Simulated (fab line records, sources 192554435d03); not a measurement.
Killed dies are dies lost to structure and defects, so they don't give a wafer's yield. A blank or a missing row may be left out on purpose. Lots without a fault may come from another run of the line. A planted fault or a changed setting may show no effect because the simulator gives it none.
fab line records | flow n5_finfet
record lots=10 wafers=28 last_day=18
route steps=1938 shown BEOL_M1@802 BEOL_M4@1111 PASSIVATION@1936
lots that met no fault: from a run of the same line without faults
start_h: hours from the record's first day to the start of the lot's first wafer shown | wait_h: hours since the lot's step before | " the same as in the row above | L1.1+2: a row that stands for several wafers | - no value, or no start given | * or withheld: withheld | < > ~ a bound
route shown NAME@n: a module of which the file shows steps, and the number in the route of the first | usual: mean/standard deviation of fault-free wafers | same: alike in all rows | chamber/n: place in a boat | sites: the reading at each site | _std_site: their standard deviation | _edge_site: outer sites' mean less inner sites' | radius_mm: how far each site lies from the wafer's centre | mask NAME#n: copy n | behind: the tool/chamber that last shaped the wafer | hold: why the lot was held/for how many hours/how that ended | device: the transistor (n, p or np) that didn't switch | end of line: the same wafers' tests at the end of the route | a step without rows: its recipe alone | killed: dies lost to structure and defects at the first sort, not the wafer's yield | map: a wafer's dies, x killed, . not, _ none there
set.NAME: the setting as run; set.NAME@STEP: as run at that earlier step | model.NAME: the simulator's own value behind a step, which no gauge read
steps of the route over a sample of lots; a table a step, a row a wafer
services: from which hour (start_h, from the record's first day; less than 0 if before it) a tool's chamber was out of use, for how many hours, and why
## steps
# step N5_BEOL_M1_STRIP_97
# recipe chemistry=N2/H2 time_s=10 power_w=450 temp_c=40 pressure_mtorr=20 rf_frequency_hz=6e+07 bias_power_w=7 n2_flow_sccm=200 h2_flow_sccm=200
# usual drypump_motor_current_A=5.7/0.39 n2_flow_sccm=200.1/0.6 oes_product_au=0.75/0.061 rf_vpp_V=59.3/0.94 showerhead_plenum_p_Torr=2.58/0.071 throttle_valve_pct=23.72/0.21
# columns lot.wafer tool chamber start_h wait_h drypump_motor_current_A n2_flow_sccm oes_product_au rf_hours_counter_h rf_vpp_V showerhead_plenum_p_Torr throttle_valve_pct
L928.2 rie_diel-06 3 - - 5.7 199.9 0.72 216 58.3 2.63 23.92
L928.3 " 2 " " 6.1 199.6 0.78 135 58.4 2.65 23.79
L928.6 " 1 " " 5.8 199.9 0.72 - 59.2 2.61 23.72
L930.1 rie_diel-06 0 - - 5.3 199.1 0.89 49 60.9 2.58 23.48
L930.2 " 3 " " 5.7 199.8 0.72 219 60.3 2.63 23.93
L930.4 " 2 " " 6.1 200.1 0.78 139 60.0 2.65 23.79
L931.1 rie_diel-06 2 - - 6.1 200.5 0.77 140 59.5 2.65 23.79
L931.4 " 0 " " 5.4 198.5 0.88 49 58.7 2.58 23.50
L931.5 " 1 " " 5.8 200.3 0.72 - 59.2 2.61 23.71
L932.2 rie_diel-02 1 - - 6.1 199.6 0.77 140 59.9 2.56 23.35
L932.4 " 3 " " 5.6 199.4 0.71 221 59.5 2.61 23.72
L932.5 " 2 " " 5.2 200.3 0.75 - 57.4 2.64 23.71
L933.3 rie_diel-06 2 - - 6.0 200.5 0.76 142 59.5 2.65 23.81
L933.5 " 3 " " 5.7 199.8 0.72 - 60.2 2.63 23.93
L933.6 " 2 " " 6.1 199.3 0.77 - 59.1 2.65 23.80
L936.4 rie_diel-06 3 - - 5.7 199.8 0.72 - 58.8 2.63 23.96
L936.5 " 2 " " 6.1 199.7 0.76 - 60.4 2.64 23.81
L936.6 " 0 " " 5.4 199.6 0.87 - 59.1 2.58 23.50
L943.3 rie_diel-02 2 - - 5.1 200.3 0.74 166 58.5 2.63 23.73
L943.6 " 3 " " 5.6 200.1 0.70 - 59.1 2.60 23.74
L942.3 rie_diel-06 0 - - 5.3 200.7 0.86 69 57.9 2.58 23.52
L942.4 " 2 " " 6.1 200.4 0.76 - 61.8 2.64 23.82
L942.5 " 0 " " 5.4 200.4 0.86 - 59.4 2.58 23.53
L945.2 rie_diel-02 3 - - 5.6 200.4 0.70 245 58.2 2.60 23.76
L945.6 " 3 " " 5.6 199.0 0.69 - 58.4 2.60 23.73
L946.1 rie_diel-02 2 - - 5.1 199.2 0.73 175 59.5 2.63 23.73
L946.5 " 0 " " 6.6 200.0 0.69 - 58.1 2.41 23.98
L946.6 " 1 " " 6.0 200.9 0.75 - 59.4 2.55 23.38
# step N5_BEOL_M1_DEGAS_44
# recipe ambient=vacuum temp_c=250 time_s=60
# usual heater_power_w=328/28 susceptor_temp_C=249.99/0.16
# columns lot.wafer tool chamber start_h wait_h heater_power_w susceptor_temp_C
L928.2 pvd_sputter-03 - 148.31 0.1 306 249.98
L928.3 " - " " 359 250.01
L928.6 " - " " 315 249.72
L930.1 pvd_sputter-03 - 163.65 0.7 374 249.83
L930.2 " - " " 306 249.98
L930.4 " - " " 306 250.22
L931.1 pvd_sputter-03 - 164.05 0.1 374 249.90
L931.4 " - " " 305 250.33
L931.5 " - " " 364 250.06
L932.2 pvd_sputter-02 - 172.22 0.4 290 249.99
L932.4 " - " " 398 249.99
L932.5 " - " " 295 249.76
L933.3 pvd_sputter-01 - 172.24 0.4 346 250.08
L933.5 " - " " 349 250.02
L933.6 " - " " 314 250.02
L936.4 pvd_sputter-02 - 204.03 0.2 408 249.96
L936.5 " - " " 334 249.95
L936.6 " - " " 400 249.99
L943.3 pvd_sputter-03 - 227.22 0.2 306 249.93
L943.6 " - " " 318 250.23
L942.3 pvd_sputter-01 - 227.29 0.2 324 250.06
L942.4 " - " " 337 250.27
L942.5 " - " " 336 250.17
L945.2 pvd_sputter-02 - 249.07 0.1 321 250.18
L945.6 " - " " 319 249.90
L946.1 pvd_sputter-01 - 254.84 0.5 343 249.82
L946.5 " - " " 337 249.92
L946.6 " - " " 315 249.60
# step N5_BEOL_M1_ALD_84
# recipe material=TaN target_thk_a=* temp_c=275 ald_precursor_family=PDMAT ald_co_reactant=NH3 pressure_torr=3 carrier_flow_sccm=1500 pulse_time_s=2 purge_time_s=3 co_reactant_purge_time_s=2 co_reactant_pulse_time_s=3 ald_cycles=30 precursor_vessel_temp_c=75 precursor_vessel_pressure_torr=26.25 precursor_vessel_carrier_sccm=1000
# usual heater_power_w=433/40 susceptor_temp_C=274.98/0.18
# columns lot.wafer tool chamber start_h wait_h heater_power_w susceptor_temp_C
L928.2 ald_metal-02 3 148.41 0.0 523 275.12
L928.3 " 1 " " 368 274.83
L928.6 " 3 " " 524 275.19
L930.1 ald_metal-04 3 163.75 0.0 398 275.12
L930.2 " 1 " " 464 275.11
L930.4 " 0 " " 439 275.41
L931.1 ald_metal-01 1 164.20 0.1 474 275.27
L931.4 " 3 " " 379 274.85
L931.5 " 3 " " 372 274.87
L932.2 ald_metal-01 1 172.32 0.0 464 274.98
L932.4 " 2 " " 430 275.25
L932.5 " 1 " " 482 275.09
L933.3 ald_metal-02 2 172.46 0.2 395 274.93
L933.5 " 1 " " 357 275.13
L933.6 " 0 " " 418 275.01
L936.4 ald_metal-01 3 204.13 0.0 384 274.97
L936.5 " 2 " " 437 275.32
L936.6 " 3 " " 381 275.01
L943.3 ald_metal-01 1 227.33 0.1 465 274.91
L943.6 " 0 " " 446 274.94
L942.3 ald_metal-04 2 227.40 0.0 411 274.93
L942.4 " 2 " " 432 274.71
L942.5 " 3 " " 396 274.89
L945.2 ald_metal-01 2 249.17 0.0 452 274.78
L945.6 " 3 " " 380 274.83
L946.1 ald_metal-01 0 254.94 0.0 444 274.88
L946.5 " 3 " " 377 275.06
L946.6 " 0 " " 436 274.90
# step N5_BEOL_M1_CVD_47
# recipe material=Co target_thk_a=30 temp_c=withheld precursor=CCTBA/H2 pressure_torr=30 time_s=223.8
# usual run_length_s=246.7/0.5
# columns lot.wafer tool chamber start_h wait_h run_length_s
L928.2 cvd_co-01 1 148.70 0.0 246.9
L928.3 " 0 " " 245.8
L928.6 " 2 " " 247.6
L930.1 cvd_co-02 1 164.12 0.1 247.0
L930.2 " 0 " " 246.8
L930.4 " 1 " " 247.7
L931.1 cvd_co-01 1 165.82 0.1 247.3
L931.4 " 1 " " 247.2
L931.5 " 0 " " 245.9
L932.2 cvd_co-01 2 172.76 0.1 246.7
L932.4 " 0 " " 246.4
L932.5 " 1 " " 246.9
L933.3 cvd_co-02 0 172.78 0.0 247.0
L933.5 " 1 " " 246.8
L933.6 " 0 " " 246.6
L936.4 cvd_co-02 1 206.08 0.1 246.7
L936.5 " 0 " " 246.5
L936.6 " 2 " " 246.4
L943.3 cvd_co-01 0 227.68 0.0 246.4
L943.6 " 0 " " 373.9
L942.3 cvd_co-02 2 227.81 0.1 245.8
L942.4 " 2 " " 247.0
L942.5 " 1 " " 247.7
L945.2 cvd_co-01 1 249.84 0.3 374.0
L945.6 " 0 " " 373.0
L946.1 cvd_co-01 2 255.29 0.0 246.6
L946.5 " 2 " " 246.6
L946.6 " 0 " " 372.7
# step N5_BEOL_M4_RC_MEAS_101
# usual DIBL_N=36.1/1.7 DIBL_P=35.9/2.1 IOFF_N=0.154/0.029 IOFF_P=0.21/0.035 ION_N=673/10 ION_P=463/7.5 SS_N=71.6/0.59 SS_P=73.2/0.69 VT_N=250.5/2.9 VT_P=-250/3.2
# columns lot.wafer tool chamber start_h wait_h DIBL_N[mV/V] DIBL_P[mV/V] IOFF_N[nA/um] IOFF_P[nA/um] ION_N[uA/um] ION_P[uA/um] SS_N[mV/dec] SS_P[mV/dec] VT_N[mV] VT_P[mV]
L928.2 prober-01 0 196.40 0.2 35.0 35.2 0.160 0.23 683 467 70.9 73.1 246.9 -249
L928.3 " 0 " " 36.1 37.3 0.185 0.26 693 474 71.6 73.2 248.3 -245
L928.6 " 0 " " 37.3 37.2 0.194 0.26 682 469 71.8 73.5 245.2 -247
L930.1 prober-02 0 206.97 0.0 34.4 34.3 0.115 0.14 653 443 70.9 71.9 253.0 -259
L930.2 " 0 " " 39.7 39.3 0.204 0.20 664 447 72.2 73.8 248.9 -254
L930.4 " 0 " " 37.1 37.0 0.149 0.18 666 453 72.0 73.4 252.5 -256
L932.2 prober-01 0 207.37 0.2 36.4 37.0 0.176 0.25 679 468 71.1 73.8 247.4 -247
L932.4 " 0 " " 33.6 34.0 0.135 0.20 673 466 70.8 72.3 251.4 -248
L932.5 " 0 " " 34.9 35.1 0.156 0.22 679 468 71.6 73.7 251.6 -248
L931.1 prober-02 0 212.08 0.0 35.8 35.7 0.138 0.22 664 461 71.4 72.8 252.6 -250
L931.4 " 0 " " 36.5 37.4 0.160 0.24 672 469 71.9 73.1 249.0 -248
L931.5 " 0 " " 36.2 37.3 0.155 0.24 674 466 72.1 72.9 246.5 -247
L933.3 prober-01 0 224.41 0.3 38.0 38.1 0.166 0.24 675 465 71.7 73.9 249.4 -245
L933.5 " 0 " " 37.1 36.7 0.147 0.21 674 466 71.3 73.9 251.3 -249
L933.6 " 0 " " 38.6 38.0 0.166 0.23 669 463 72.2 74.0 250.2 -248
L936.4 prober-02 0 252.78 0.5 35.3 35.5 0.162 0.23 678 464 71.4 74.0 251.4 -245
L936.5 " 0 " " 35.3 35.3 0.161 0.23 677 464 70.8 73.5 250.4 -248
L936.6 " 0 " " 32.9 32.6 0.119 0.19 666 459 70.7 71.7 253.0 -247
L942.3 prober-02 0 272.77 0.3 37.2 37.7 0.166 0.28 678 480 72.0 73.7 248.9 -243
L942.4 " 0 " " 34.7 34.4 0.118 0.22 651 462 71.1 72.4 253.9 -247
L942.5 " 0 " " 36.0 36.1 0.152 0.25 671 471 70.3 73.1 248.7 -244
L943.3 prober-01 0 275.54 0.3 35.1 33.7 0.117 0.17 650 449 71.3 72.9 255.1 -254
L943.6 " 0 " " 38.2 37.4 0.187 0.22 687 468 72.1 73.4 246.8 -250
L946.1 prober-02 0 302.65 0.0 34.0 33.3 0.125 0.19 672 465 71.2 71.5 253.6 -254
L946.5 " 0 " " 32.3 32.1 0.120 0.19 676 475 70.9 72.4 250.4 -252
L946.6 " 0 " " 35.7 34.5 0.151 0.21 667 464 71.7 72.7 248.6 -251
L945.2 prober-02 0 319.38 0.2 33.7 32.0 0.115 0.15 660 454 71.8 72.0 255.8 -257
L945.6 " 0 " " 33.0 30.4 0.097 0.14 644 442 71.3 71.1 255.1 -257
# step N5_PASSIVATION_PROBE_49
# usual defect_limited_yield=91.3/1.4 killed_at_M0_to_M3=34/9.2 killed_at_M4_up=13/5.3 killed_at_contacts=12/6 killed_at_front_end=39/12 killed_at_other=4/3.3 killed_dies=102/17 killed_open=67/12 killed_short=34/7.4 sort_bin_5_function=5.1/1 sort_bin_6_memory=3.2/0.6 sort_n_pass=1078/17 sort_yield_pct=91.3/1.4
# same gross_dies=1180 killed_at_back_side=0 sort_bin_4_leakage[%]=0 sort_bin_8_speed[%]=0
# columns lot.wafer tool chamber start_h wait_h defect_limited_yield[%] killed_at_M0_to_M3 killed_at_M4_up killed_at_contacts killed_at_front_end killed_at_other killed_dies killed_open killed_short sort_bin_5_function[%] sort_bin_6_memory[%] sort_n_pass sort_yield_pct[%]
L928.2 prober-02 - 291.35 0.1 90.3 54 10 10 36 5 115 70 42 6.5 3.0 1065 90.3
L928.3 prober-02 - 291.40 0.1 90.8 43 14 18 27 7 109 68 39 4.5 4.4 1071 90.8
L928.6 prober-02 - 291.55 0.3 93.1 28 12 12 21 8 81 54 24 4.1 2.5 1099 93.1
L931.1 prober-01 - 314.35 0.0 87.0 41 21 12 75 4 153 105 47 8.2 4.4 1027 87.0
L931.4 prober-01 - 314.50 0.2 88.1 42 11 15 70 3 141 89 52 6.9 4.3 1039 88.1
L931.5 prober-01 - 314.55 0.2 89.7 30 11 26 48 6 121 87 32 5.8 4.2 1059 89.7
L930.1 prober-01 - 316.52 0.0 91.2 29 12 15 36 12 104 63 41 5.4 3.2 1076 91.2
L930.2 prober-01 - 316.57 0.1 90.3 60 2 11 38 4 115 78 37 5.4 4.1 1065 90.3
L930.4 prober-01 - 316.67 0.2 91.7 27 12 10 40 9 98 63 35 5.5 2.7 1082 91.7
L932.2 prober-01 - 316.87 0.1 90.4 41 13 14 40 5 113 78 32 6.3 3.0 1067 90.4
L932.4 prober-01 - 316.97 0.2 92.1 34 12 3 44 0 93 67 26 4.9 2.8 1087 92.1
L932.5 prober-01 - 317.02 0.3 90.2 48 14 9 45 0 116 74 42 5.9 3.6 1064 90.2
L933.3 prober-02 - 322.06 0.1 94.6 16 8 6 26 8 64 41 20 3.1 2.2 1116 94.6
L933.5 prober-02 - 322.16 0.2 91.5 22 16 17 43 2 100 65 29 5.3 2.8 1080 91.5
L933.6 prober-02 - 322.21 0.3 92.5 15 14 8 44 8 89 56 32 4.5 2.5 1091 92.5
L936.4 prober-01 - 368.93 0.2 92.5 40 10 6 30 3 89 54 35 4.6 2.7 1091 92.5
L936.5 prober-01 - 368.98 0.2 92.1 37 13 6 34 3 93 64 28 4.5 3.2 1087 92.1
L936.6 prober-01 - 369.03 0.3 92.5 32 16 7 31 2 88 55 32 3.8 3.4 1092 92.5
L943.3 prober-01 - 379.79 0.1 90.8 49 11 9 39 0 108 71 35 5.3 3.3 1072 90.8
L943.6 prober-01 - 379.94 0.3 90.4 30 17 29 32 5 113 67 44 5.2 4.2 1067 90.4
L942.3 prober-02 - 379.95 0.1 90.6 26 22 14 47 2 111 74 30 5.5 3.2 1069 90.6
L942.4 prober-02 - 380.00 0.2 91.5 36 6 21 35 2 100 54 40 3.8 3.4 1080 91.5
L942.5 prober-02 - 380.05 0.2 91.1 15 24 26 35 5 105 69 35 6.5 2.0 1075 91.1
L946.1 prober-01 - 411.35 0.0 90.7 33 22 7 43 5 110 68 38 5.7 3.1 1070 90.7
L946.5 prober-01 - 411.55 0.2 89.6 37 14 14 50 8 123 71 52 4.6 5.2 1057 89.6
L946.6 prober-01 - 411.60 0.3 91.5 28 13 11 42 6 100 73 27 5.3 3.1 1080 91.5
L945.2 prober-01 - 430.14 0.1 91.1 27 16 4 54 4 105 65 34 5.3 3.1 1075 91.1
L945.6 prober-01 - 430.34 0.3 89.2 26 10 7 75 9 127 64 51 5.8 4.0 1053 89.2
# killed by level:class
L928.2 BEOL_M0_SAQP:geometric_particle:open=24 BEOL_M0_SAQP:geometric_particle:short=20 MOL_CONTACT_COAG:geometric_particle:open=8 FIN_SAQP:geometric_particle:short=6 STI_FIN_REVEAL:geometric_particle:open=6 FIN_SAQP:geometric_particle:open=5 BEOL_M3:geometric_particle:open=4 ILD0:geometric_particle:short=3
L928.3 BEOL_M0_SAQP:geometric_particle:short=16 MOL_CONTACT_COAG:geometric_particle:open=14 BEOL_M0_SAQP:geometric_particle:open=11 BEOL_M4:geometric_particle:open=7 BEOL_M2:geometric_particle:open=6 BEOL_M1:geometric_particle:open=5 FIN_SAQP:geometric_particle:short=4 STI_FIN_REVEAL:geometric_particle:open=3
L928.6 MOL_CONTACT_COAG:geometric_particle:open=11 BEOL_M0_SAQP:geometric_particle:short=7 STI_FIN_REVEAL:geometric_particle:open=6 BEOL_M0_SAQP:geometric_particle:open=6 BEOL_M2:geometric_particle:open=6 BEOL_M5:geometric_particle:open=4 DUMMY_GATE:geometric_particle:open=3 BEOL_M1:geometric_particle:open=3
L931.1 FIN_SAQP:geometric_particle:open=23 FIN_SAQP:geometric_particle:short=14 BEOL_M4:geometric_particle:open=11 STI_FIN_REVEAL:geometric_particle:open=10 MOL_CONTACT_COAG:geometric_particle:open=9 BEOL_M2:geometric_particle:open=9 BEOL_M0_SAQP:geometric_particle:short=8 BEOL_M0_SAQP:geometric_particle:open=8
L931.4 FIN_SAQP:geometric_particle:open=20 FIN_SAQP:geometric_particle:short=19 STI_FIN_REVEAL:geometric_particle:open=13 BEOL_M1:geometric_particle:open=13 BEOL_M2:geometric_particle:open=12 MOL_CONTACT_COAG:geometric_particle:open=11 BEOL_M0_SAQP:geometric_particle:short=8 MOL_CONTACT_COAG:geometric_particle:short=4
L931.5 MOL_CONTACT_COAG:geometric_particle:open=22 FIN_SAQP:geometric_particle:open=14 FIN_SAQP:geometric_particle:short=10 BEOL_M2:geometric_particle:open=8 BEOL_M0:geometric_particle:open=6 BEOL_M1:geometric_particle:open=6 GATE_CUT:geometric_particle:open=5 GATE_CUT:geometric_particle:short=5
L930.1 FIN_SAQP:geometric_particle:short=12 MOL_CONTACT_COAG:geometric_particle:open=12 FIN_SAQP:geometric_particle:open=7 BEOL_M0_SAQP:geometric_particle:short=7 BEOL_M0_SAQP:geometric_particle:open=7 BEOL_M3:geometric_particle:open=6 BEOL_M4:geometric_particle:open=5 STI_FIN_REVEAL:geometric_particle:open=4
L930.2 FIN_SAQP:geometric_particle:open=15 BEOL_M0_SAQP:geometric_particle:open=15 BEOL_M2:geometric_particle:open=12 FIN_SAQP:geometric_particle:short=10 MOL_CONTACT_COAG:geometric_particle:open=8 BEOL_M1:geometric_particle:open=8 BEOL_M0_SAQP:geometric_particle:short=5 BEOL_M0:geometric_particle:open=5
L930.4 FIN_SAQP:geometric_particle:open=14 FIN_SAQP:geometric_particle:short=7 MOL_CONTACT_COAG:geometric_particle:open=7 BEOL_M0_SAQP:geometric_particle:open=6 BEOL_M0_SAQP:geometric_particle:short=6 STI_FIN_REVEAL:geometric_particle:open=4 DUMMY_GATE:geometric_particle:open=4 BEOL_M1:geometric_particle:open=4
L932.2 MOL_CONTACT_COAG:geometric_particle:open=13 STI_FIN_REVEAL:geometric_particle:open=11 BEOL_M2:geometric_particle:open=9 BEOL_M0_SAQP:geometric_particle:open=8 BEOL_M2:geometric_particle:short=6 BEOL_M0_SAQP:geometric_particle:short=5 BEOL_M3:geometric_particle:open=5 BEOL_M4:geometric_particle:open=5
L932.4 STI_FIN_REVEAL:geometric_particle:open=19 BEOL_M0_SAQP:geometric_particle:open=8 BEOL_M2:geometric_particle:open=8 BEOL_M0_SAQP:geometric_particle:short=6 FIN_SAQP:geometric_particle:open=4 FIN_SAQP:geometric_particle:short=4 BEOL_M8:geometric_particle:open=4 DUMMY_GATE:geometric_particle:short=3
L932.5 STI_FIN_REVEAL:geometric_particle:open=22 BEOL_M0_SAQP:geometric_particle:short=18 BEOL_M0_SAQP:geometric_particle:open=10 MOL_CONTACT_COAG:geometric_particle:open=7 BEOL_M1:geometric_particle:open=7 STI_FIN_REVEAL:geometric_particle:short=5 BEOL_M3:geometric_particle:open=4 GATE_CUT:geometric_particle:short=4
L933.3 DUMMY_GATE:geometric_particle:open=5 GATE_CUT:geometric_particle:open=5 BEOL_M0_SAQP:geometric_particle:open=4 BEOL_M1:geometric_particle:open=4 FIN_CUT:geometric_particle:open=3 STI_FIN_REVEAL:geometric_particle:open=3 BEOL_M4:geometric_particle:open=3 MOL_CONTACT_COAG:geometric_particle:open=3
L933.5 MOL_CONTACT_COAG:geometric_particle:open=16 BEOL_M2:geometric_particle:open=9 FIN_SAQP:geometric_particle:short=8 DUMMY_GATE:geometric_particle:open=7 BEOL_M0_SAQP:geometric_particle:open=6 FIN_SAQP:geometric_particle:open=4 BEOL_M4:geometric_particle:open=4 STARTING-WAFER:geometric_particle:short=4
L933.6 FIN_SAQP:geometric_particle:open=12 FIN_SAQP:geometric_particle:short=11 MOL_CONTACT_COAG:geometric_particle:open=8 BEOL_M4:geometric_particle:open=7 STI_FIN_REVEAL:geometric_particle:open=6 BEOL_M2:geometric_particle:open=4 STARTING-WAFER:geometric_particle:open=3 GATE_CUT:geometric_particle:short=3
L936.4 BEOL_M3:geometric_particle:open=17 FIN_SAQP:geometric_particle:short=10 MOL_CONTACT_COAG:geometric_particle:open=5 BEOL_M0_SAQP:geometric_particle:open=5 GATE_CUT:geometric_particle:short=4 BEOL_M0:geometric_particle:short=4 BEOL_M2:geometric_particle:open=4 BEOL_M3:geometric_particle:short=4
L936.5 BEOL_M3:geometric_particle:open=16 BEOL_M2:geometric_particle:open=8 STI_FIN_REVEAL:geometric_particle:open=6 MOL_CONTACT_COAG:geometric_particle:open=6 STARTING-WAFER:geometric_particle:short=6 BEOL_M4:geometric_particle:open=5 STARTING-WAFER:geometric_particle:open=4 BEOL_M1:geometric_particle:open=4
L936.6 BEOL_M3:geometric_particle:open=9 BEOL_M0_SAQP:geometric_particle:short=8 STI_FIN_REVEAL:geometric_particle:open=6 BEOL_M0_SAQP:geometric_particle:open=6 MOL_CONTACT_COAG:geometric_particle:open=6 GATE_CUT:geometric_particle:short=5 STARTING-WAFER:geometric_particle:open=5 BEOL_M4:geometric_particle:open=4
L943.3 BEOL_M0_SAQP:geometric_particle:open=19 FIN_SAQP:geometric_particle:short=12 FIN_SAQP:geometric_particle:open=8 BEOL_M0_SAQP:geometric_particle:short=8 STI_FIN_REVEAL:geometric_particle:open=7 BEOL_M3:geometric_particle:open=6 MOL_CONTACT_COAG:geometric_particle:open=5 BEOL_M1:geometric_particle:open=5
L943.6 MOL_CONTACT_COAG:geometric_particle:open=22 FIN_SAQP:geometric_particle:short=11 BEOL_M0_SAQP:geometric_particle:short=10 BEOL_M4:geometric_particle:open=10 BEOL_M2:geometric_particle:open=7 GATE_CUT:geometric_particle:short=6 MOL_CONTACT_COAG:geometric_particle:short=6 BEOL_M3:geometric_particle:open=6
L942.3 STI_FIN_REVEAL:geometric_particle:open=12 MOL_CONTACT_COAG:geometric_particle:open=12 BEOL_M2:geometric_particle:open=11 BEOL_M4:geometric_particle:open=9 FIN_SAQP:geometric_particle:short=8 HKMG_FIN:area_etch=7 BEOL_M5:geometric_particle:open=6 DUMMY_GATE:geometric_particle:open=5
L942.4 BEOL_M2:geometric_particle:open=18 MOL_CONTACT_COAG:geometric_particle:open=13 FIN_SAQP:geometric_particle:short=9 MOL_CONTACT_COAG:geometric_particle:short=8 BEOL_M0_SAQP:geometric_particle:short=7 DUMMY_GATE:geometric_particle:open=6 HKMG_FIN:area_etch=6 BEOL_M2:geometric_particle:short=5
L942.5 MOL_CONTACT_COAG:geometric_particle:open=20 FIN_SAQP:geometric_particle:open=16 BEOL_M4:geometric_particle:open=8 FIN_SAQP:geometric_particle:short=6 MOL_CONTACT_COAG:geometric_particle:short=6 BEOL_M7:geometric_particle:open=5 BEOL_M4:geometric_particle:short=5 GATE_CUT:geometric_particle:short=3
L946.1 FIN_SAQP:geometric_particle:open=8 STI_FIN_REVEAL:geometric_particle:open=8 BEOL_M0_SAQP:geometric_particle:short=8 BEOL_M4:geometric_particle:open=8 DUMMY_GATE:geometric_particle:open=7 GATE_CUT:geometric_particle:short=7 MOL_CONTACT_COAG:geometric_particle:open=5 BEOL_M3:geometric_particle:open=5
L946.5 FIN_SAQP:geometric_particle:open=10 FIN_SAQP:geometric_particle:short=10 MOL_CONTACT_COAG:geometric_particle:open=9 BEOL_M0_SAQP:geometric_particle:short=9 BEOL_M0_SAQP:geometric_particle:open=7 BEOL_M1:geometric_particle:open=6 BEOL_M3:geometric_particle:open=6 MOL_CONTACT_COAG:geometric_particle:short=5
L946.6 FIN_SAQP:geometric_particle:open=20 MOL_CONTACT_COAG:geometric_particle:open=9 BEOL_M3:geometric_particle:open=9 BEOL_M4:geometric_particle:open=8 BEOL_M0_SAQP:geometric_particle:open=8 BEOL_M0_SAQP:geometric_particle:short=8 FIN_SAQP:geometric_particle:short=5 STI_FIN_REVEAL:geometric_particle:open=4
L945.2 FIN_SAQP:geometric_particle:open=15 STI_FIN_REVEAL:geometric_particle:open=8 FIN_SAQP:geometric_particle:short=7 GATE_CUT:geometric_particle:short=6 BEOL_M2:geometric_particle:open=5 DUMMY_GATE:geometric_particle:open=4 BEOL_M0_SAQP:geometric_particle:open=4 BEOL_M3:geometric_particle:open=4
L945.6 FIN_SAQP:geometric_particle:short=15 STI_FIN_REVEAL:geometric_particle:open=13 GATE_CUT:geometric_particle:short=11 FIN_SAQP:geometric_particle:open=9 BEOL_M0_SAQP:geometric_particle:open=7 HKMG_FIN:area_etch=7 BEOL_M3:geometric_particle:open=6 ILD0:geometric_particle:short=5
## services
# columns tool chamber start_h hours kind
ald_metal-02 1 130.76 12.6 repair
cvd_co-02 0 136.22 2.3 repair
cvd_co-02 - 154.28 1.4 repair
cvd_co-02 - 155.69 6.9 pm
ald_metal-01 - 175.20 14.6 pm
cvd_co-02 - 178.38 0.4 repair
pvd_sputter-01 - 182.92 8.3 repair
rie_diel-06 2 205.55 5.7 repair
ald_metal-04 0 208.00 24.3 repair
ald_metal-01 2 209.33 5.6 repair
cvd_co-02 0 248.61 5.7 repair
cvd_co-01 - 250.17 1.0 repair
rie_diel-06 3 250.46 - clean
rie_diel-06 3 250.46 - consumable_replace:focus_ring
rie_diel-06 3 250.46 18.2 scheduled_down
rie_diel-06 3 250.46 18.2 vent_cycle
ald_metal-01 - 255.14 8.7 pm
## key
first_sign step=N5_BEOL_M1_CVD_47 reading=run_length_s direction=up sigmas=99+ usual=* struck=*
effect none on later readings
met_at N5_BEOL_M1_CVD_47
struck_lots L943,L945,L946
struck_wafers L943.6,L945.2,L945.6,L946.6
not_acting_at N5_BEOL_M1_STRIP_97,N5_BEOL_M1_DEGAS_44,N5_BEOL_M1_ALD_84
onset_between 172.76 227.68
fault kind=process_parameter_drift tool=cvd_co-01 chamber=- onset_h=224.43 steps=N5_BEOL_M1_CVD_47 channel=time_s offset=* shape=step end_h=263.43 scope=struck_wafers_only acts_in=* stated=*
